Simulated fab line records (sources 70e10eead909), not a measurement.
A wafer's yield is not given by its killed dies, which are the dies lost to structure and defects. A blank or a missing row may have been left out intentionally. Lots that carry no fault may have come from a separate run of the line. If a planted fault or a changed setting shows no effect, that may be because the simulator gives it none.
Which tool was responsible? || flow nandHarc || Sampling: 12 lots, 36 wafers, 6 of 1159 route steps

## WHAT EACH GAUGE READ, for each wafer
NHARC_A_BLC_CD_MEAS_10: target cd 100 nm.
{"lot": "L962", "measured": "day 17 18:29", "on": "cdSem-03", "cdNm (nm)": "100.7 100.1 99.4"}
{"lot": "L959", "measured": "day 17 19:15", "on": "cdSem-01", "cdNm (nm)": "100.4 100.1 100.3"}
{"lot": "L961", "measured": "day 18 01:11", "on": "cdSem-01", "cdNm (nm)": "100.6 100.6 100.3"}
{"lot": "L965", "measured": "day 18 11:51", "on": "cdSem-01", "cdNm (nm)": "99.2 99.4 99.6"}
{"lot": "L966", "measured": "day 18 16:30", "on": "cdSem-02", "cdNm (nm)": "105.4 104.8 105.3"}
{"lot": "L967", "measured": "day 19 07:38", "on": "cdSem-03", "cdNm (nm)": "104.3 104.3 103.9"}
{"lot": "L976", "measured": "day 21 14:01", "on": "cdSem-03", "cdNm (nm)": "99.2 100.5 99.0"}
{"lot": "L977", "measured": "day 22 00:08", "on": "cdSem-01", "cdNm (nm)": "99.3 99.6 99.4"}
{"lot": "L981", "measured": "day 22 11:40", "on": "cdSem-03", "cdNm (nm)": "99.6 100.1 99.1"}
{"lot": "L979", "measured": "day 22 17:21", "on": "cdSem-02", "cdNm (nm)": "99.2 100.1 99.1"}
{"lot": "L980", "measured": "day 22 23:17", "on": "cdSem-02", "cdNm (nm)": "99.3 99.4 100.3"}
{"lot": "L982", "measured": "day 23 17:07", "on": "cdSem-03", "cdNm (nm)": "100.4 100.6 100.2"}

NHARC_A_BLC_INSPECT_12.
{"lot": "L962", "measured": "day 17 18:37", "on": "defectInspect-02", "rawDefectCount": "25 17 22"}
{"lot": "L959", "measured": "day 17 19:22", "on": "defectInspect-01", "rawDefectCount": "11 7 11"}
{"lot": "L961", "measured": "day 18 01:19", "on": "defectInspect-01", "rawDefectCount": "18 23 25"}
{"lot": "L965", "measured": "day 18 11:59", "on": "defectInspect-01", "rawDefectCount": "37 34 45"}
{"lot": "L966", "measured": "day 18 16:38", "on": "defectInspect-02", "rawDefectCount": "24 37 37"}
{"lot": "L967", "measured": "day 19 07:45", "on": "defectInspect-01", "rawDefectCount": "32 28 27"}
{"lot": "L976", "measured": "day 21 14:08", "on": "defectInspect-01", "rawDefectCount": "37 39 49"}
{"lot": "L977", "measured": "day 22 00:16", "on": "defectInspect-02", "rawDefectCount": "21 19 19"}
{"lot": "L981", "measured": "day 22 11:47", "on": "defectInspect-02", "rawDefectCount": "17 35 31"}
{"lot": "L979", "measured": "day 22 17:29", "on": "defectInspect-02", "rawDefectCount": "63 62 50"}
{"lot": "L980", "measured": "day 22 23:24", "on": "defectInspect-01", "rawDefectCount": "42 38 48"}
{"lot": "L982", "measured": "day 23 17:14", "on": "defectInspect-02", "rawDefectCount": "21 28 19"}

NHARC_END_SORT_01.
{"lot": "L962", "measured": "day 20 03:46", "on": "prober-02", "killedAtArray": "31 18 26", "killedAtOther": "0 0 0", "killedAtPeriphery": "6 3 4", "killedDies": "37 21 30", "killedOpen": "7 2 5", "killedShort": "4 1 2"}
{"lot": "L959", "measured": "day 20 10:50", "on": "prober-01", "killedAtArray": "10 11 14", "killedAtOther": "0 0 1", "killedAtPeriphery": "2 8 4", "killedDies": "12 19 19", "killedOpen": "1 4 5", "killedShort": "0 5 1"}
{"lot": "L961", "measured": "day 20 11:32", "on": "prober-02", "killedAtArray": "13 14 22", "killedAtOther": "0 0 0", "killedAtPeriphery": "7 4 0", "killedDies": "20 18 22", "killedOpen": "4 2 1", "killedShort": "2 1 4"}
{"lot": "L965", "measured": "day 20 18:35", "on": "prober-02", "killedAtArray": "31 33 40", "killedAtOther": "0 0 1", "killedAtPeriphery": "5 2 6", "killedDies": "36 35 47", "killedOpen": "3 2 3", "killedShort": "0 2 4"}
{"lot": "L966", "measured": "day 20 18:38", "on": "prober-01", "killedAtArray": "18 34 31", "killedAtOther": "0 0 0", "killedAtPeriphery": "4 2 6", "killedDies": "22 36 37", "killedOpen": "5 4 2", "killedShort": "1 1 2"}
{"lot": "L967", "measured": "day 21 10:37", "on": "prober-02", "killedAtArray": "30 24 23", "killedAtOther": "0 0 0", "killedAtPeriphery": "4 7 3", "killedDies": "34 31 26", "killedOpen": "3 3 4", "killedShort": "2 3 1"}

## TOOL THAT RAN EACH LOT (tool first, then ch and the chambers of the sampled wafers, then the start)
{"lot": "L962", "NHARC_A_CONTACT_ETCH_137": "harCapEtch-03 ch 0,1, day 17 13:55", "NHARC_A_BLC_EXPOSE_07": "arfiScanner-02 ch 0, day 17 18:21", "NHARC_A_BLC_ETCH_16": "rieDiel-02 ch 1,2, day 17 18:46"}
{"lot": "L959", "NHARC_A_CONTACT_ETCH_137": "harCapEtch-02 ch 0,1, day 17 14:53", "NHARC_A_BLC_EXPOSE_07": "arfiScanner-03 ch 0, day 17 19:06", "NHARC_A_BLC_ETCH_16": "rieDiel-04 ch 0,2, day 17 19:31"}
{"lot": "L961", "NHARC_A_CONTACT_ETCH_137": "harCapEtch-02 ch 0, day 17 20:46", "NHARC_A_BLC_EXPOSE_07": "arfiScanner-03 ch 0, day 18 01:02", "NHARC_A_BLC_ETCH_16": "rieDiel-04 ch 2,3, day 18 01:28"}
{"lot": "L965", "NHARC_A_CONTACT_ETCH_137": "harCapEtch-03 ch 1, day 18 03:11", "NHARC_A_BLC_EXPOSE_07": "arfiScanner-02 ch 0, day 18 11:43", "NHARC_A_BLC_ETCH_16": "rieDiel-02 ch 0,1,3, day 18 12:08"}
{"lot": "L966", "NHARC_A_CONTACT_ETCH_137": "harCapEtch-03 ch 0,1, day 18 11:33", "NHARC_A_BLC_EXPOSE_07": "arfiScanner-02 ch 0, day 18 16:22", "NHARC_A_BLC_ETCH_16": "rieDiel-02 ch 1,2, day 18 16:46"}
{"lot": "L967", "NHARC_A_CONTACT_ETCH_137": "harCapEtch-01 ch 0,1, day 19 00:37", "NHARC_A_BLC_EXPOSE_07": "arfiScanner-02 ch 0, day 19 07:29", "NHARC_A_BLC_ETCH_16": "rieDiel-04 ch 0,3, day 19 07:54"}
{"lot": "L976", "NHARC_A_CONTACT_ETCH_137": "harCapEtch-02 ch 0,1, day 21 03:30", "NHARC_A_BLC_EXPOSE_07": "arfiScanner-01 ch 0, day 21 13:52", "NHARC_A_BLC_ETCH_16": "rieDiel-02 ch 0,1,3, day 21 14:17"}
{"lot": "L977", "NHARC_A_CONTACT_ETCH_137": "harCapEtch-02 ch 0,1, day 21 15:39", "NHARC_A_BLC_EXPOSE_07": "arfiScanner-01 ch 0, day 22 00:01", "NHARC_A_BLC_ETCH_16": "rieDiel-04 ch 0,1,2, day 22 00:25"}
{"lot": "L981", "NHARC_A_CONTACT_ETCH_137": "harCapEtch-03 ch 0,1, day 22 06:41", "NHARC_A_BLC_EXPOSE_07": "arfiScanner-03 ch 0, day 22 11:31", "NHARC_A_BLC_ETCH_16": "rieDiel-02 ch 0,1, day 22 11:58"}
{"lot": "L979", "NHARC_A_CONTACT_ETCH_137": "harCapEtch-02 ch 0,1, day 22 10:26", "NHARC_A_BLC_EXPOSE_07": "arfiScanner-01 ch 0, day 22 17:13", "NHARC_A_BLC_ETCH_16": "rieDiel-04 ch 0,1,2, day 22 17:38"}
{"lot": "L980", "NHARC_A_CONTACT_ETCH_137": "harCapEtch-03 ch 0,1, day 22 16:19", "NHARC_A_BLC_EXPOSE_07": "arfiScanner-01 ch 0, day 22 23:08", "NHARC_A_BLC_ETCH_16": "rieDiel-04 ch 0,1,2, day 22 23:34"}
{"lot": "L982", "NHARC_A_CONTACT_ETCH_137": "harCapEtch-02 ch 0,1, day 23 13:02", "NHARC_A_BLC_EXPOSE_07": "arfiScanner-03 ch 0, day 23 16:59", "NHARC_A_BLC_ETCH_16": "rieDiel-02 ch 1,2, day 23 17:23"}
- NHARC_A_CONTACT_ETCH_137: etches the open film in C4F8/O2/Ar, time 132 s, target depth 1287 nm.
- NHARC_A_BLC_EXPOSE_07: exposes mask A BLC, target cd 100 nm.
- NHARC_A_BLC_ETCH_16: etches the open film in CF4, target depth 39 nm, time 65 s.

## WHAT THE TOOLS THEMSELVES READ (means of the sampled wafers that have a number; where no wafer has one, the mark that the record gives instead)
NHARC_A_BLC_EXPOSE_07.
{"lot": "L962", "tool": "arfiScanner-02", "exposureDoseMJCm2": 68.03}
{"lot": "L959", "tool": "arfiScanner-03", "exposureDoseMJCm2": 67.97}
{"lot": "L961", "tool": "arfiScanner-03", "exposureDoseMJCm2": 68.06}
{"lot": "L965", "tool": "arfiScanner-02", "exposureDoseMJCm2": 68.04}
{"lot": "L966", "tool": "arfiScanner-02", "exposureDoseMJCm2": 73.55}
{"lot": "L967", "tool": "arfiScanner-02", "exposureDoseMJCm2": 72.47}
{"lot": "L976", "tool": "arfiScanner-01", "exposureDoseMJCm2": 67.91}
{"lot": "L977", "tool": "arfiScanner-01", "exposureDoseMJCm2": 67.92}
{"lot": "L981", "tool": "arfiScanner-03", "exposureDoseMJCm2": 67.99}
{"lot": "L979", "tool": "arfiScanner-01", "exposureDoseMJCm2": 67.92}
{"lot": "L980", "tool": "arfiScanner-01", "exposureDoseMJCm2": 67.87}
{"lot": "L982", "tool": "arfiScanner-03", "exposureDoseMJCm2": 67.93}

NHARC_A_BLC_ETCH_16.
{"lot": "L962", "tool": "rieDiel-02", "biasW (W)": 100.30, "drypumpMotorCurrentA (A)": 6.0, "oesProductAu (a.u.)": 0.991, "rfVppV (V)": 151.0, "showerheadPlenumPTorr (Torr)": 1.78, "throttleValvePct (%)": 13.281}
{"lot": "L959", "tool": "rieDiel-04", "biasW (W)": 100.14, "drypumpMotorCurrentA (A)": 6.1, "oesProductAu (a.u.)": 1.004, "rfVppV (V)": 150.4, "showerheadPlenumPTorr (Torr)": 1.65, "throttleValvePct (%)": 13.279}
{"lot": "L961", "tool": "rieDiel-04", "biasW (W)": 99.88, "drypumpMotorCurrentA (A)": 5.6, "oesProductAu (a.u.)": 1.004, "rfVppV (V)": 149.8, "showerheadPlenumPTorr (Torr)": 1.66, "throttleValvePct (%)": 13.281}
{"lot": "L965", "tool": "rieDiel-02", "biasW (W)": 99.98, "drypumpMotorCurrentA (A)": 6.0, "oesProductAu (a.u.)": 1.001, "rfVppV (V)": 152.0, "showerheadPlenumPTorr (Torr)": 1.85, "throttleValvePct (%)": 13.283}
{"lot": "L966", "tool": "rieDiel-02", "biasW (W)": 100.07, "drypumpMotorCurrentA (A)": 6.0, "oesProductAu (a.u.)": 1.004, "rfVppV (V)": 152.0, "showerheadPlenumPTorr (Torr)": 1.83, "throttleValvePct (%)": 13.283}
{"lot": "L967", "tool": "rieDiel-04", "biasW (W)": 99.95, "drypumpMotorCurrentA (A)": 6.1, "oesProductAu (a.u.)": 0.987, "rfVppV (V)": 149.2, "showerheadPlenumPTorr (Torr)": 1.66, "throttleValvePct (%)": 13.279}
{"lot": "L976", "tool": "rieDiel-02", "biasW (W)": 99.87, "drypumpMotorCurrentA (A)": 6.0, "oesProductAu (a.u.)": 0.999, "rfVppV (V)": 152.9, "showerheadPlenumPTorr (Torr)": 1.85, "throttleValvePct (%)": 13.283}
{"lot": "L977", "tool": "rieDiel-04", "biasW (W)": 100.15, "drypumpMotorCurrentA (A)": 5.8, "oesProductAu (a.u.)": 1.003, "rfVppV (V)": 150.3, "showerheadPlenumPTorr (Torr)": 1.69, "throttleValvePct (%)": 13.291}
{"lot": "L981", "tool": "rieDiel-02", "biasW (W)": 100.01, "drypumpMotorCurrentA (A)": 6.0, "oesProductAu (a.u.)": 0.997, "rfVppV (V)": 152.5, "showerheadPlenumPTorr (Torr)": 1.88, "throttleValvePct (%)": 13.280}
{"lot": "L979", "tool": "rieDiel-04", "biasW (W)": 100.13, "drypumpMotorCurrentA (A)": 5.9, "oesProductAu (a.u.)": 1.002, "rfVppV (V)": 150.6, "showerheadPlenumPTorr (Torr)": 1.69, "throttleValvePct (%)": 13.285}
{"lot": "L980", "tool": "rieDiel-04", "biasW (W)": 99.97, "drypumpMotorCurrentA (A)": 5.9, "oesProductAu (a.u.)": 1.010, "rfVppV (V)": 150.9, "showerheadPlenumPTorr (Torr)": 1.69, "throttleValvePct (%)": 13.288}
{"lot": "L982", "tool": "rieDiel-02", "biasW (W)": 99.94, "drypumpMotorCurrentA (A)": 6.0, "oesProductAu (a.u.)": 0.994, "rfVppV (V)": 153.1, "showerheadPlenumPTorr (Torr)": 1.83, "throttleValvePct (%)": 13.281}

## THE ANSWER, worked out from the rows above alone
Rule: the lots themselves supply what counts as usual. The widest of any qualifying gaps counts: lots, ordered by their means at a reading, are off when they make up no more than a third of the lots, leave a main group of 4 or more, and stand apart from it by 3 or more times the standard deviation of that group's means. Not used: any main group whose means are identical at the precision the tables above print for the reading. Also off: a lot with no number at a reading for which 4 or more lots have one. Any other lot the step has rows for is counted as sound. First the gauges in route order, then the tools' own readings, where a lot's mean is used as printed above. The first step at which some lot is off is used, and at that step the reading that is off furthest; a lot without a number counts as furthest.
Off at NHARC_A_BLC_CD_MEAS_10 (cdNm): L966, L967. The main group has a mean of 99.8 nm with a standard deviation of 0.41.
If a tool, at a process step before that reading, ran all the lots that are off and no sound lot after the first of them, it fits. The gauges at NHARC_A_BLC_CD_MEAS_10 aren't tried: what is off there is off at NHARC_A_BLC_EXPOSE_07 too, on other tools, and a gauge's error can't cause that. One candidate fits, namely arfiScanner-02 at NHARC_A_BLC_EXPOSE_07. A fault onset in the window from L965 (day 18 11:43, its last sound lot) to L966 (day 18 16:22, its first lot off) fits.
The tool's own readings at NHARC_A_BLC_EXPOSE_07 bear it out: on the lots that are off they differ by more than 5 times the standard deviation of the sound lots' means. exposureDoseMJCm2 reads 73.01 there against 67.96 on the sound lots.

## WHAT WAS PUT IN BY THE SIMULATOR
Drift in process parameters on arfiScanner-02 at NHARC_A_BLC_EXPOSE_07, starting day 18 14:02. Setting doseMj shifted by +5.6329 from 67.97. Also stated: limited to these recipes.
Shown lots that were struck: L966, L967. This agrees with what the rule above found.
